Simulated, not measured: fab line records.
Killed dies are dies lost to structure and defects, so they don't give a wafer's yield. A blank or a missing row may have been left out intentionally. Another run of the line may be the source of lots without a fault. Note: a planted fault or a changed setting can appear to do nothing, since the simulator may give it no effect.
A lot that was struck, set against a sound lot | flow n5 finfet | 15 out of 1938 route steps
Sound: wafers L932.1, L932.3, L932.6. Struck: wafer L942.5; the same lot's L942.1 was not struck, so it is left out; see the end for the cause.
Per side, at each step with rows, come the tool, then ch with its chambers, and then its first start. Under that, the readings that differ: sound wafers | struck wafers | difference of the means | sigmas: that difference in standard deviations of wafers without a fault.
alike: readings whose means differ by less than 2 such deviations, and words and numbers that are the same on both sides. not compared: withheld readings, readings that some wafer has no value for, bounds like >300 that may hide the same value, and numbers for which the record gives no deviation and whose values overlap.
Wherever a step has rows on one side only, a row that says differs or no value, or a row with sigmas, the two part there. Numbers that have no deviation but don't overlap get no sigmas and don't part them. Lack of a reading on every wafer of one side parts them only where that side has two or more wafers.

first, 6 steps without rows for these wafers: N5_BEOL_M2_COAT_22 (resist thk 30 nm); N5_BEOL_M2_EBR_24; N5_BEOL_M2_SOFTBAKE_23 (time 60 s); N5_BEOL_M2_EXPOSE_25 (exposes mask V1, defocus 5 nm); N5_BEOL_M2_PEB_26 (peb time 60 s); N5_BEOL_M2_DEVELOP_27 (develop time 30 s).
N5_BEOL_M2_CD_MEAS_28: target cd 26.2 nm, target cd y 24.1 nm.
  sound on cd sem-02 ch 0, day 8 13:55; struck on cd sem-03 ch 0, day 11 06:19
  alike: cd nm
N5_BEOL_M2_OVL_MEAS_29:
  sound on overlay-01 ch 0, day 8 13:56; struck on overlay-01 ch 0, day 11 06:21
  reading     | sound         | struck | difference | sigmas
  V1_OVL (nm) | -0.5 -0.2 0.0 | 1.0    | +1.2       | +3
N5_BEOL_M2_INSPECT_30: inspects for defects (brightfield).
  struck on defect inspect-02, day 11 06:25; sound on defect inspect-02, day 8 14:00
  alike: raw defect count
N5_BEOL_M2_DESCUM_33: chemistry O2, time 7 s.
  sound on rie diel-06 ch 0,1,3, day 8 14:02; struck on rie diel-01 ch 2, day 11 06:26
  alike: bias power w, drypump motor current A, o2 flow sccm, oes product au, rf fwd power W, rf vpp V, showerhead plenum p Torr, throttle valve pct
  not compared: rf hours counter h
N5_BEOL_M2_ETCH_77: etches underlayer in N2/H2, target depth 6.5 nm, time 5.2 s.
  sound on rie diel-06 ch 0,1,3, day 8 14:04; struck on rie diel-01 ch 2, day 11 06:29
  alike: drypump motor current A, etch rf on time s, oes product au, rf fwd power W, rf vpp V, showerhead plenum p Torr, throttle valve pct
  not compared: rf hours counter h
N5_BEOL_M2_ETCH_69: etches SiARC in CF4, target depth 15.6 nm, time 26 s.
  sound on rie diel-06 ch 0,1,3, day 8 14:05; struck on rie diel-01 ch 2, day 11 06:29
  reading               | sound          | struck | difference | sigmas
  etch rf on time s (s) | 25.8 24.9 26.9 | 27.2   | +1.3       | +2
  alike: cf4 flow sccm, drypump motor current A, oes product au, rf fwd power W, rf vpp V, showerhead plenum p Torr, throttle valve pct
  not compared: rf hours counter h
N5_BEOL_M2_ALD_98: deposits SiO2, target thk 2.5 nm, pulse time 1 s, co reactant pulse time 1 s.
  sound on ald sin-03 ch 0,1,2, day 8 14:32; struck on ald sin-01 ch 2, day 11 07:05
  reading                                  | sound       | struck | difference | sigmas
  ald cycles                               | 17 17 17    | 21     | +4         |
  model.SiO2_of_BEOL_M2_ALD_98.thk nm (nm) | 2.4 2.4 2.4 | 3      | +1         |
  alike: heater power w, precursor pulse height rel
N5_BEOL_M2_ETCHBACK_99: etches SiO2 in CHF3, target depth 5 nm, time 10.4 s.
  sound on rie diel-01 ch 0,1,3, day 8 20:44; struck on rie diel-01 ch 3, day 12 03:26
  alike: drypump motor current A, oes product au, rf fwd power W, rf vpp V, showerhead plenum p Torr, throttle valve pct
  not compared: rf hours counter h
N5_BEOL_M4_RC_MEAS_101:
  sound on prober-02 ch 0, day 10 01:23; struck on prober-01 ch 0, day 13 08:31
  reading       | sound                | struck | difference | sigmas
  ION_P (uA/um) | 469 481 471          | 452    | -22        | -2
  VT_P (mV)     | -249.0 -244.9 -246.8 | -253.0 | -6.1       | -2
  alike: DIBL_N, DIBL_P, IOFF_N, IOFF_P, ION_N, SS_N, SS_P, VT_N

WHERE THEY PART
Earliest at N5_BEOL_M2_OVL_MEAS_29; latest, in this record, at N5_BEOL_M4_RC_MEAS_101.

WHY: the cause the simulator had injected
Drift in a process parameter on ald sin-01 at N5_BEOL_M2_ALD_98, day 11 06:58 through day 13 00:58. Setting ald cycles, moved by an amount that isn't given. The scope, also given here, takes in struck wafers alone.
